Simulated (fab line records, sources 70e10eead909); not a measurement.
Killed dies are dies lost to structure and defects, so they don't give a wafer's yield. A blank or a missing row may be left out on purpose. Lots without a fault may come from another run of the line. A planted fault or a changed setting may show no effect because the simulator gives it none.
fab line records | flow nand_harc
record lots=7 wafers=21 last_day=31
route steps=1302 shown A_CONTACT@1044
lots that met no fault: from a run of the same line without faults
start_h: hours from the record's first day to the start of the lot's first wafer shown | wait_h: hours since the lot's step before | " the same as in the row above | L1.1+2: a row that stands for several wafers | - no value, or no start given | * or withheld: withheld | < > ~ a bound
route shown NAME@n: a module of which the file shows steps, and the number in the route of the first | usual: mean/standard deviation of fault-free wafers | same: alike in all rows | chamber/n: place in a boat | sites: the reading at each site | _std_site: their standard deviation | _edge_site: outer sites' mean less inner sites' | radius_mm: how far each site lies from the wafer's centre | mask NAME#n: copy n | behind: the tool/chamber that last shaped the wafer | hold: why the lot was held/for how many hours/how that ended | device: the transistor (n, p or np) that didn't switch | end of line: the same wafers' tests at the end of the route | a step without rows: its recipe alone | killed: dies lost to structure and defects at the first sort, not the wafer's yield | map: a wafer's dies, x killed, . not, _ none there
set.NAME: the setting as run; set.NAME@STEP: as run at that earlier step | model.NAME: the simulator's own value behind a step, which no gauge read
lots at some steps of the route; a table a step, a row a wafer
services: from which hour (start_h, from the record's first day; less than 0 if before it) a tool's chamber was out of use, for how many hours, and why
## steps
# step NHARC_A_CONTACT_ETCH_76
# recipe target_depth_a=2600 over_etch_frac=0.3 time_s=475.3 ion_energy_ev=200 n2_flow_sccm=150 h2_flow_sccm=150 ar_flow_sccm=0 rf_w=400 bias_w=150 chemistry=N2/H2
# step NHARC_A_CONTACT_ETCH_77
# recipe target_depth_a=1089 time_s=54.5 cf4_flow_sccm=100 chf3_flow_sccm=30 ar_flow_sccm=0 rf_w=500 bias_w=200 chemistry=CF4/CHF3
# usual bias_w=200.1/0.54 cf4_flow_sccm=100.00/0.29 chf3_flow_sccm=30.01/0.087 drypump_motor_current_A=5.6/0.37 oes_product_au=0.938/0.02 rf_vpp_V=371.9/1.8 showerhead_plenum_p_Torr=1.61/0.046 throttle_valve_pct=16.802/0.0095
# columns lot.wafer tool chamber start_h wait_h bias_w cf4_flow_sccm chf3_flow_sccm drypump_motor_current_A oes_product_au rf_hours_counter_h rf_vpp_V showerhead_plenum_p_Torr throttle_valve_pct
L811.1 rie_diel-04 1 - - 199.2 100.40 30.01 5.4 0.987 24 370.8 1.57 16.803
L811.4 " 2 " " 200.1 100.06 29.93 5.2 0.989 24 373.1 1.63 16.808
L811.6 " 0 " " 200.3 99.97 30.01 5.4 0.971 - 371.0 1.64 16.799
L822.1 rie_diel-04 1 - - 199.8 100.06 30.13 5.4 0.920 7 368.8 1.57 16.798
L822.2 " 3 " " 199.2 100.14 30.12 5.2 0.928 10 372.6 1.60 16.807
L822.6 " 2 " " 200.4 100.00 29.92 5.2 0.939 - 373.9 1.63 16.814
L819.4 rie_diel-04 2 - - 199.5 99.90 29.85 5.2 0.986 11 373.2 1.63 16.805
L819.3 " 3 " " 200.2 99.69 30.22 5.3 0.957 12 369.6 1.60 16.805
L819.1 " 0 " " 201.0 100.09 29.98 5.4 0.965 9 373.4 1.63 16.803
L825.2 rie_diel-04 2 - - 200.9 99.94 30.03 5.2 0.933 18 372.9 1.63 16.793
L825.3 " 3 " " 200.4 100.33 30.13 5.3 0.920 18 371.7 1.60 16.791
L825.6 " 2 " " 201.0 99.97 30.00 5.2 0.932 - 372.3 1.63 16.792
L827.2 rie_diel-04 1 - - 199.6 99.70 29.83 5.4 0.929 21 370.0 1.56 16.806
L827.6 " 3 " " 200.0 99.73 30.09 5.3 0.932 - 371.8 1.60 16.801
L827.5 " 0 " " 200.6 99.95 30.13 5.4 0.920 - 373.4 1.63 16.797
L830.1 rie_diel-04 1 - - 201.3 99.51 30.07 5.4 0.926 27 370.0 1.56 16.789
L830.4 " 2 " " 199.7 99.59 29.94 5.2 0.931 29 374.1 1.62 16.802
L830.6 " 3 " " 199.4 100.22 30.13 5.3 0.929 - 370.9 1.59 16.800
L829.4 rie_diel-11 0 - - 199.8 100.62 30.14 6.2 0.930 22 374.1 1.65 16.815
L829.6 " 1 " " 200.8 99.84 29.97 6.1 0.936 - 375.2 1.68 16.814
L829.5 " 2 " " 200.4 100.04 30.06 5.4 0.919 - 373.9 1.66 16.815
# step NHARC_A_CONTACT_ETCH_78
# recipe target_depth_a=53000 over_etch_frac=0.3 time_s=1378 ion_energy_ev=150 o2_flow_sccm=400 cos_flow_sccm=20 ar_flow_sccm=0 rf_w=500 bias_w=300 chemistry=O2/COS
# step NHARC_A_CONTACT_ETCH_124
# recipe source_w=withheld pressure_mtorr=20 bias_v=withheld time_s=140 target_depth_a=7000 ar_flow_sccm=withheld c4f8_flow_sccm=withheld o2_flow_sccm=withheld chemistry=C4F8/O2/Ar
# usual chamber_pressure_mTorr=20.001/0.019 oes_air_line_au=0.999/0.022
# columns lot.wafer tool chamber start_h wait_h chamber_pressure_mTorr oes_air_line_au rf_hours_counter_h
L811.1 har_cap_etch-03 1 507.61 - 19.972 1.009 44
L811.4 " 1 " " 20.000 1.004 -
L811.6 " 1 " " 20.000 1.014 -
L822.2 har_cap_etch-01 1 603.72 - 20.012 1.030 13
L822.1 " 0 " " 19.975 1.003 13
L822.6 " 0 " " 20.010 1.008 -
L819.1 har_cap_etch-02 0 608.72 - 19.984 0.997 100
L819.3 " 0 " " 19.988 1.002 -
L819.4 " 1 " " 20.005 0.950 -
L825.2 har_cap_etch-02 1 633.23 - 20.055 1.006 104
L825.3 " 0 " " 20.014 1.026 -
L825.6 " 1 " " 19.990 1.017 -
L827.2 har_cap_etch-03 1 653.78 - 19.987 1.000 72
L827.5 " 0 " " 20.021 0.984 -
L827.6 " 1 " " 19.968 0.989 -
L830.1 har_cap_etch-03 1 678.55 - 20.008 0.993 76
L830.4 " 0 " " 20.007 1.017 -
L830.6 " 0 " " 20.029 0.971 -
L829.4 har_cap_etch-02 0 681.62 - 19.968 1.012 -
L829.6 " 1 " " 20.007 0.992 -
L829.5 " 0 " " 20.013 1.021 -
# step NHARC_A_CONTACT_ETCH_125
# recipe source_w=withheld pressure_mtorr=20 bias_v=3000 time_s=197 target_depth_a=19180 ar_flow_sccm=withheld c4f8_flow_sccm=withheld o2_flow_sccm=withheld chemistry=C4F8/O2/Ar
# step NHARC_A_CONTACT_ETCH_126
# recipe source_w=withheld pressure_mtorr=20 bias_v=3000 time_s=197 target_depth_a=19180 ar_flow_sccm=withheld c4f8_flow_sccm=withheld o2_flow_sccm=withheld chemistry=C4F8/O2/Ar
# step NHARC_A_CONTACT_ETCH_127
# recipe source_w=withheld pressure_mtorr=20 bias_v=3000 time_s=197 target_depth_a=19180 ar_flow_sccm=withheld c4f8_flow_sccm=withheld o2_flow_sccm=withheld chemistry=C4F8/O2/Ar
# usual chamber_pressure_mTorr=20.000/0.019 oes_air_line_au=1.000/0.018
# columns lot.wafer tool chamber start_h wait_h chamber_pressure_mTorr oes_air_line_au rf_hours_counter_h
L811.1 har_cap_etch-03 1 508.17 0.1 20.009 1.026 45
L811.4 " 1 " " 20.008 1.022 -
L811.6 " 1 " " 20.004 1.013 -
L822.2 har_cap_etch-01 1 604.28 0.1 19.983 0.986 14
L822.1 " 0 " " 19.989 1.001 14
L822.6 " 0 " " 20.004 1.001 -
L819.1 har_cap_etch-02 0 609.46 0.2 20.024 0.991 100
L819.3 " 0 " " 19.995 1.008 -
L819.4 " 1 " " 19.997 1.007 -
L825.2 har_cap_etch-02 1 633.78 0.1 20.010 0.977 105
L825.3 " 0 " " 20.049 0.985 -
L825.6 " 1 " " 20.010 1.000 -
L827.2 har_cap_etch-03 1 654.33 0.1 20.000 0.972 72
L827.5 " 0 " " 19.987 1.015 -
L827.6 " 1 " " 20.007 0.964 -
L830.1 har_cap_etch-03 1 679.10 0.1 20.003 0.977 76
L830.4 " 0 " " 20.053 0.985 -
L830.6 " 0 " " 19.994 1.009 -
L829.4 har_cap_etch-02 0 682.17 0.1 20.021 0.995 -
L829.6 " 1 " " 20.030 1.010 -
L829.5 " 0 " " 19.976 1.056 -
# step NHARC_A_CONTACT_ETCH_128
# recipe source_w=withheld pressure_mtorr=20 bias_v=3000 time_s=197 target_depth_a=19180 ar_flow_sccm=withheld c4f8_flow_sccm=withheld o2_flow_sccm=withheld chemistry=C4F8/O2/Ar
# usual chamber_pressure_mTorr=20.001/0.02 oes_air_line_au=1.004/0.023
# columns lot.wafer tool chamber start_h wait_h chamber_pressure_mTorr oes_air_line_au rf_hours_counter_h
L811.1 har_cap_etch-03 1 508.35 0.1 19.989 1.034 45
L811.4 " 1 " " 19.998 1.027 -
L811.6 " 1 " " 19.994 1.036 -
L822.2 har_cap_etch-01 1 604.45 0.1 20.037 0.989 14
L822.1 " 0 " " 20.020 1.011 14
L822.6 " 0 " " 20.017 1.033 -
L819.1 har_cap_etch-02 0 609.69 0.2 19.978 0.984 101
L819.3 " 0 " " 20.009 0.980 -
L819.4 " 1 " " 19.986 1.009 -
L825.2 har_cap_etch-02 1 633.96 0.1 20.005 1.001 105
L825.3 " 0 " " 19.993 1.022 -
L825.6 " 1 " " 19.964 0.982 -
L827.2 har_cap_etch-03 1 654.51 0.2 19.972 1.004 72
L827.5 " 0 " " 19.997 1.032 -
L827.6 " 1 " " 19.988 1.041 -
L830.1 har_cap_etch-03 1 679.27 0.1 20.018 1.002 77
L830.4 " 0 " " 19.988 1.035 -
L830.6 " 0 " " 19.990 1.027 -
L829.4 har_cap_etch-02 0 682.34 0.1 20.014 0.984 -
L829.6 " 1 " " 19.984 0.962 -
L829.5 " 0 " " 20.034 1.014 -
# step NHARC_A_CONTACT_ETCH_129
# recipe source_w=withheld pressure_mtorr=20 bias_v=3000 time_s=197 target_depth_a=19180 ar_flow_sccm=withheld c4f8_flow_sccm=withheld o2_flow_sccm=withheld chemistry=C4F8/O2/Ar
# step NHARC_A_CONTACT_ETCH_130
# recipe source_w=withheld pressure_mtorr=20 bias_v=3000 time_s=197 target_depth_a=19180 ar_flow_sccm=withheld c4f8_flow_sccm=withheld o2_flow_sccm=withheld chemistry=C4F8/O2/Ar
# step NHARC_A_CONTACT_ETCH_131
# recipe source_w=withheld pressure_mtorr=20 bias_v=3000 time_s=197 target_depth_a=19180 ar_flow_sccm=withheld c4f8_flow_sccm=withheld o2_flow_sccm=withheld chemistry=C4F8/O2/Ar
# step NHARC_A_CONTACT_ETCH_132
# recipe source_w=withheld pressure_mtorr=20 bias_v=3000 time_s=197 target_depth_a=19240 ar_flow_sccm=withheld c4f8_flow_sccm=withheld o2_flow_sccm=withheld chemistry=C4F8/O2/Ar
# step NHARC_A_CONTACT_ETCH_133
# recipe source_w=withheld pressure_mtorr=20 bias_v=400 time_s=374 target_depth_a=16100 ar_flow_sccm=withheld c4f8_flow_sccm=11.5 o2_flow_sccm=7.2 chemistry=C4F8/O2/Ar
# usual chamber_pressure_mTorr=20.001/0.018 oes_air_line_au=0.999/0.02
# columns lot.wafer tool chamber start_h wait_h chamber_pressure_mTorr oes_air_line_au rf_hours_counter_h
L811.1 har_cap_etch-03 1 509.23 0.1 19.990 0.983 46
L811.4 " 1 " " 20.025 0.984 -
L811.6 " 1 " " 19.997 1.011 -
L822.2 har_cap_etch-01 1 605.33 0.1 - - -
L822.1 " 0 " " - - -
L822.6 " 0 " " - - -
L819.1 har_cap_etch-02 0 610.63 0.1 - - -
L819.3 " 0 " " - - -
L819.4 " 1 " " - - -
L825.2 har_cap_etch-02 1 634.88 0.2 - - -
L825.3 " 0 " " - - -
L825.6 " 1 " " - - -
L827.2 har_cap_etch-03 1 655.43 0.2 19.988 0.966 73
L827.5 " 0 " " 19.990 1.009 -
L827.6 " 1 " " 19.999 1.002 -
L830.1 har_cap_etch-03 1 680.19 0.2 19.992 0.965 77
L830.4 " 0 " " 20.017 1.023 -
L830.6 " 0 " " 20.014 1.025 -
L829.4 har_cap_etch-02 0 683.35 0.3 19.956 0.980 -
L829.6 " 1 " " 20.019 1.029 -
L829.5 " 0 " " 20.023 0.953 -
# step NHARC_A_CONTACT_ETCH_91
# recipe target_depth_a=400 over_etch_frac=0.5 time_s=85.7 ion_energy_ev=120 ch3f_flow_sccm=50 o2_flow_sccm=30 ar_flow_sccm=200 rf_w=500 bias_w=100 chemistry=CH3F/O2
# usual bias_w=100.03/0.27 ch3f_flow_sccm=49.99/0.16 drypump_motor_current_A=5.5/0.33 oes_product_au=0.943/0.03 rf_vpp_V=245.1/1.3 showerhead_plenum_p_Torr=2.52/0.071 throttle_valve_pct=20.663/0.0098
# same over_etch_frac=0.5
# columns lot.wafer tool chamber start_h wait_h bias_w ch3f_flow_sccm drypump_motor_current_A oes_product_au rf_hours_counter_h rf_vpp_V showerhead_plenum_p_Torr throttle_valve_pct
L811.1 rie_diel-04 0 510.03 0.7 99.36 49.81 5.4 0.944 24 245.0 2.56 20.656
L811.4 " 2 " " 100.17 49.92 5.2 0.966 24 246.0 2.55 20.657
L811.6 " 0 " " 99.85 49.69 5.4 0.955 - 245.0 2.56 20.666
L822.1 rie_diel-06 1 606.13 0.7 99.97 49.96 6.2 0.915 34 243.0 2.40 20.660
L822.2 " 3 " " 100.53 49.83 6.0 0.918 43 246.1 2.41 20.675
L822.6 " 1 " " 100.38 50.00 6.2 0.913 - 243.5 2.40 20.672
L819.3 rie_diel-04 1 611.42 0.6 100.49 50.06 5.4 0.928 10 245.0 2.45 20.657
L819.4 " 3 " " 100.13 49.93 5.3 0.927 13 243.6 2.50 20.677
L819.1 " 0 " " 99.87 50.03 5.4 0.937 11 246.3 2.55 20.679
L825.3 rie_diel-11 2 635.60 0.6 100.18 50.15 5.5 1.010 5 245.0 2.61 20.668
L825.2 " 3 " " 100.28 50.14 5.8 1.008 5 243.2 2.38 20.662
L825.6 " 1 " " 99.80 50.05 6.1 1.005 - 246.2 2.64 20.665
L827.2 rie_diel-04 1 656.16 0.7 100.28 49.71 5.4 0.945 22 243.2 2.44 20.672
L827.6 " 1 " " 99.88 50.07 5.4 0.940 - 243.9 2.44 20.633
L827.5 " 2 " " 100.16 50.13 5.2 0.937 - 244.8 2.54 20.675
L830.4 rie_diel-04 2 680.91 0.6 99.85 49.84 5.2 0.924 29 246.6 2.54 20.658
L830.1 " 0 " " 99.74 49.71 5.5 0.932 27 245.3 2.54 20.671
L830.6 " 3 " " 99.98 49.95 5.3 0.925 - 244.5 2.49 20.667
L829.4 rie_diel-11 1 683.97 0.5 99.98 50.21 6.1 0.935 22 247.3 2.63 20.642
L829.6 " 2 " " 99.96 49.79 5.5 0.923 - 247.0 2.60 20.669
L829.5 " 3 " " 100.07 49.78 5.9 0.936 - 242.6 2.37 20.664
## services
# columns tool chamber start_h hours kind
rie_diel-06 - 484.33 9.0 pm
rie_diel-04 0 486.40 - clean
rie_diel-04 1 486.40 - clean
rie_diel-04 2 486.40 - clean
rie_diel-04 3 486.40 - clean
har_cap_etch-01 - 500.26 17.0 pm
rie_diel-04 0 510.90 - clean
rie_diel-04 1 510.90 - clean
rie_diel-04 2 510.90 - clean
rie_diel-04 3 510.90 - clean
rie_diel-11 - 521.51 1.2 repair
rie_diel-04 - 531.90 9.0 pm
rie_diel-04 0 531.90 9.0 vent_cycle
rie_diel-04 2 545.41 3.6 repair
rie_diel-06 1 570.09 5.1 repair
rie_diel-06 - 574.03 0.3 repair
har_cap_etch-01 - 593.61 0.2 repair
rie_diel-06 0 599.61 6.3 repair
rie_diel-06 1 602.26 2.7 repair
rie_diel-11 - 610.04 9.0 pm
har_cap_etch-02 - 616.73 1.2 repair
rie_diel-06 1 640.38 96.4 repair
rie_diel-06 - 661.33 9.0 pm
rie_diel-04 0 681.85 8.3 repair
## key
first_sign step=NHARC_A_CONTACT_ETCH_133 reading=tool_record direction=missing
effect none on later readings
met_at NHARC_A_CONTACT_ETCH_133
struck_wafers L819.1,L819.3,L819.4,L822.1,L822.2,L822.6,L825.2,L825.3,L825.6
later_rows_left_out L819.1,L819.3,L819.4,L822.1,L822.2,L822.6,L825.2,L825.3,L825.6
sort_left_out L819.1,L819.3,L819.4,L822.1,L822.2,L822.6,L825.2,L825.3,L825.6
tester_left_out L819,L822,L825
fault kind=skipped_step_whole tool=har_cap_etch-01,har_cap_etch-02 chamber=- onset_h=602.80 steps=NHARC_A_CONTACT_ETCH_133 scope=struck_lots_only
# tester_left_out: of these lots the tester's yield and bins aren't shown, on N5 and GAA mostly nor the transistor test; their killed dies are dies lost to structure and defects alone, not to doping, threshold or leakage, so they don't give the yield
# sort_left_out: the simulated sort isn't trusted on such a fault, so these wafers' sort isn't shown, and their yield isn't known
# later_rows_left_out: the simulator's readings of these wafers behind a module that went badly wrong aren't trusted and aren't shown, but for the sort
